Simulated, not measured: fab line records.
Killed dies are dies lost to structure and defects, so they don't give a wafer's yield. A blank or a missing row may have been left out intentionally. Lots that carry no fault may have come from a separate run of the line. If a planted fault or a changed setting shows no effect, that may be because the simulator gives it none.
Lot-split experiment -- flow n5 finfet -- route with 1938 steps; 7 lots, 21 wafers read

THE SPLIT ITSELF
At N5_BEOL_M13_TRENCH_ETCH_34 (etches SiOC in C4F8/O2/Ar, target depth 413.47 nm, time 162.6 s), the setting time s was moved away from the recipe's 162.6 s on 9 of the 21 wafers read, by -5.8% to +20.8%. For the rest of the wafers, this setting stayed at what the recipe calls for.

FROM THE SPLIT TO THE READING: what the file shows between them, 10 steps
- N5_BEOL_M13_STRIP_70: strips in C4F8/O2/Ar
- N5_BEOL_M13_OCD_MEAS_35
- N5_BEOL_M13_SPUTTER_44: material Ta, target thk 10 nm, time 16.13 s (also split here: time s)
- N5_BEOL_M13_SPUTTER_45: material Cu, target thk 80 nm, time 13.33 s
- N5_BEOL_M13_ECD_47: material Cu, target thk 936 nm
- N5_BEOL_M13_ANNEAL_48: time 90 s
- N5_BEOL_M13_CMP_49: polishes, stops on SiOC, t overpolish 17.1 s, target thk 420 nm
- N5_BEOL_M13_THK_MEAS_50: measures by xrf
- N5_BEOL_M13_PRE_CLEAN_52: time 15 s
- N5_BEOL_M13_DEP_53: deposits SiCN from 3MS/NH3, target thk 50 nm, time 17.8 s

THE READING
M13_RS (ohm/sq), read at N5_BEOL_M13_RS_MEAS_54 with a four-point probe. A value of 0.0447 ohm/sq with a standard deviation of 0.00058 ohm/sq is what fault-free wafers of this fab line usually give.

wafer,"tool, chamber at the split","time s as run, s",against the recipe,"M13_RS, ohm/sq",against lot-mates on the recipe
L074.3,"rie diel-05, 3",193,+18.7%,0.0382,-0.0061
L074.5,"rie diel-05, 3",193,+18.7%,0.0383,-0.0060
L074.6,"rie diel-05, 0",162.6,recipe,0.0443,-
L076.2,"rie diel-02, 0",162.6,recipe,0.0440,-
L076.4,"rie diel-02, 2",196.4,+20.8%,0.0360,-0.0085
L076.5,"rie diel-02, 1",162.6,recipe,0.0449,-
L088.1,"rie diel-01, 2",162.6,recipe,0.0452,-
L088.3,"rie diel-01, 0",162.6,recipe,0.0451,-
L088.6,"rie diel-01, 3",162.6,recipe,0.0460,-
L090.3,"rie diel-02, 1",153.1,-5.8%,0.0481,+0.0028
L090.4,"rie diel-02, 0",162.6,recipe,0.0453,-
L090.6,"rie diel-02, 3",153.1,-5.8%,0.0484,+0.0031
L087.1,"rie diel-05, 1",162.6,recipe,0.0443,-
L087.5,"rie diel-05, 3",162.6,recipe,0.0441,-
L087.6,"rie diel-05, 2",162.6,recipe,0.0439,-
L091.2,"rie diel-02, 1",173.3,+6.6%,0.0412,-0.0022
L091.3,"rie diel-02, 2",162.6,recipe,0.0434,-
L091.5,"rie diel-02, 1",173.3,+6.6%,0.0418,-0.0016
L092.3,"rie diel-01, 2",162.6,recipe,0.0449,-
L092.5,"rie diel-01, 3",194.5,+19.6%,0.0373,-0.0076
L092.6,"rie diel-01, 2",194.5,+19.6%,0.0375,-0.0074

FIT RESULTS
A straight line over all 21 wafers: M13_RS changes by -0.00039 ohm/sq for each +1% of time s; r = -0.98; the points scatter about the line by 0.0008 ohm/sq.
The same after taking each lot's own level away (the mean of its wafers on the recipe; 21 wafers): -0.000376 ohm/sq for each +1%; r = -0.99; scatter 0.0005 ohm/sq.
That fit puts the effect of the largest move of time s on the reading at 0.0078 ohm/sq.
The span of the lots' own levels, 0.04340 to 0.04543 ohm/sq, comes to 3.5 times the standard deviation stated above.
The two slopes are in agreement: the lot-to-lot level therefore moves the slope only a little.
Check: with one of the wafers moved furthest among these (+20.8%) left out of the fit, the line predicts -0.00742 ohm/sq for it against its lot-mates. Against them it came out at -0.00845 ohm/sq.

ADDITIONAL SPLITS CARRIED BY THESE WAFERS
These wafers also went through other splits before the reading. Each is held against what the fit with the lots' levels taken away leaves over:
other split on the same wafers,wafers away from the commonest value,r with M13_RS (lot level and that fit taken away)
N5_BEOL_M13_SPUTTER_44 time s,5,+0.09

THE WHOLE CHAIN: every reading that the file lists as answering this split, in the file's order
step,what it does,reading,change (the file's fit),r (the file's)
N5_BEOL_M13_TRENCH_ETCH_34,"etches SiOC in C4F8/O2/Ar, target depth 413.47 nm, time 162.6 s","etch.depth nm (the simulator's own value, which no gauge read)",+4.12 nm for each +1% of the setting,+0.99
N5_BEOL_M13_OCD_MEAS_35,,trench depth nm,+4.12 nm for each +1% of the setting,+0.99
N5_BEOL_M13_CMP_49,"polishes, stops on SiOC, t overpolish 17.1 s, target thk 420 nm","Cu_of_BEOL_M13_ECD_47.thk nm (the simulator's own value, which no gauge read)",+4.1 nm for each +1% of the setting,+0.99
N5_BEOL_M13_THK_MEAS_50,measures by xrf,M13_THK,+4.02 for each +1% of the setting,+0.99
N5_BEOL_M13_RS_MEAS_54,measures by four-point-probe,M13_RS,-0.000373 for each +1% of the setting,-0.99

FILE'S OWN FIT
M13_RS changes by -0.000373 ohm/sq for each +1% of time s, r = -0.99.
